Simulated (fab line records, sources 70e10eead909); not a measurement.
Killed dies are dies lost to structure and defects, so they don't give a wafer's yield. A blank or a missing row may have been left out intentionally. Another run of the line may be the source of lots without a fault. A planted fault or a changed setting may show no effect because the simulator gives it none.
Matching of chambers | flow nand-harc | 3 sister chambers for NHARC_A_SGD_CUT_DEP_00 on pecvd-01
The step deposits SiNx, target thk 50 nm. 3 wafers are shown with their chamber, then 7 later ones without.

## EACH WAFER AND ITS CHAMBER
wafer  | chamber | heater-power-w (W)
L085.6 | 2       | 687
L087.1 | 1       | 713
L087.2 | 0       | 660

## WAFERS WITH NO CHAMBER GIVEN
wafer  | heater-power-w (W)
L087.3 | 733
L090.1 | 727
L090.3 | 701
L090.5 | 585
L097.1 | 735
L097.3 | 713
L097.4 | 729

## WHICH CHAMBER EACH ONE RAN IN
wafer  | from the rows above          | in truth
L087.3 | can't be placed: 1 or 2 or 0 | 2
L090.1 | can't be placed: 1 or 2 or 0 | 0
L090.3 | can't be placed: 1 or 2 or 0 | 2
L090.5 | can't be placed: 0 or 2 or 1 | 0
L097.1 | can't be placed: 1 or 2 or 0 | 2
L097.3 | can't be placed: 1 or 2 or 0 | 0
L097.4 | can't be placed: 1 or 2 or 0 | 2
Correct placement for 0 of the 7. Not placeable from these rows: 7 (in 7, the candidates include the true chamber). Wrongly placed: 0.
How it was worked out, from the rows above alone: a wafer's distance from a chamber is the root of the sum, over the readings, of the square of ((its reading less the chamber's mean) divided by the reading's scatter). If the next closest chamber is less than 2 further off than the closest, the wafer can't be placed; otherwise it belongs to the closest. The mean given for a chamber averages the wafers shown for that chamber. The scatter (one wafer shown for each chamber): square how far every hidden wafer sits from the nearest shown wafer, average those squares and take the square root.
